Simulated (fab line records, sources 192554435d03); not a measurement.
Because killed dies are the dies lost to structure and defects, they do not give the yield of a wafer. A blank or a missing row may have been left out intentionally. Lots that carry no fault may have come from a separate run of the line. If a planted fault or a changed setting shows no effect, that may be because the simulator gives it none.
Which of the tools did it? -- flow n5-finfet -- 6 lots, 17 wafers sampled, at 4 steps of a route of 1938

== WHAT THE GAUGES SHOWED, per wafer ==
N5_FIN_SAQP_CD_MEAS_16 targets a cd of 35.6 nm.
lot,measured,on,cd-nm (nm)
L440,day 2 04:23,cd-sem-02,35.7 35.3 34.9
L445,day 3 10:17,cd-sem-01,36.1 35.5 36.0
L451,day 4 20:53,cd-sem-01,37.6 37.5 37.4
L453,day 5 09:33,cd-sem-02,36.0 35.2 36.0
L455,day 5 21:41,cd-sem-01,35.5 35.8 35.5
L459,day 6 21:58,cd-sem-02,35.3 35.8

== EACH LOT AND THE TOOL THAT RAN IT (in order: tool; ch and the chambers of the sampled wafers; start) ==
lot,N5_PMOS_HMC_CHANNEL_EPI_CMP_21,N5_FIN_SAQP_DENSIFY_62,N5_FIN_SAQP_EXPOSE_13
L440,"cmp-03 ch 0,1,3, day 2 02:14","rtp-anneal-01 ch 0, day 2 03:30","arfi-scanner-03 ch 0, day 2 04:16"
L445,"cmp-01 ch 0,1,3, day 3 07:58","rtp-anneal-01 ch 0, day 3 09:17","arfi-scanner-03 ch 0, day 3 10:09"
L451,"cmp-03 ch 0,1, day 4 18:52","rtp-anneal-02 ch 0, day 4 19:57","arfi-scanner-03 ch 0, day 4 20:45"
L453,"cmp-01 ch 0,1,2, day 5 07:13","rtp-anneal-02 ch 0, day 5 08:28","arfi-scanner-01 ch 0, day 5 09:25"
L455,"cmp-02 ch 1,2,3, day 5 19:26","rtp-anneal-01 ch 0, day 5 20:41","arfi-scanner-01 ch 0, day 5 21:34"
L459,"cmp-01 ch 1,3, day 6 20:00","rtp-anneal-02 ch 0, day 6 21:09","arfi-scanner-02 ch 0, day 6 21:50"
- N5_PMOS_HMC_CHANNEL_EPI_CMP_21: polishes SiGe30, target thk 54 nm.
- N5_FIN_SAQP_DENSIFY_62: time 60 s.
- N5_FIN_SAQP_EXPOSE_13: exposes mask FIN CORE, target cd 35.6 nm.

== THE ANSWER, worked out from the rows above alone ==
Rule: the usual values come from the lots themselves. Put in order of their means at a reading, lots are off if they are a third of the lots or fewer, leave a main group of 4 or more, and stand apart from it by a gap of 3 or more times the standard deviation of the main group's means; of several such gaps the widest counts. A main group whose means are all the same, to the digits that the tables above print for the reading, isn't used. A lot without any number at a reading at which 4 lots or more have one is off too. Any other lot the step has rows for is counted as sound.
Off, at N5_FIN_SAQP_CD_MEAS_16 on cd-nm: L451. The main group: mean 35.6 nm, standard deviation 0.19.
A tool fits if, at a process step before that reading, it ran every lot that is off, and no sound lot after the first of them. The gauges at N5_FIN_SAQP_CD_MEAS_16 are tried like those tools. This does not decide it: 2 tools fit, namely cmp-03 at N5_PMOS_HMC_CHANNEL_EPI_CMP_21 and arfi-scanner-03 at N5_FIN_SAQP_EXPOSE_13.

== WHAT THE SIMULATOR HAD INSERTED ==
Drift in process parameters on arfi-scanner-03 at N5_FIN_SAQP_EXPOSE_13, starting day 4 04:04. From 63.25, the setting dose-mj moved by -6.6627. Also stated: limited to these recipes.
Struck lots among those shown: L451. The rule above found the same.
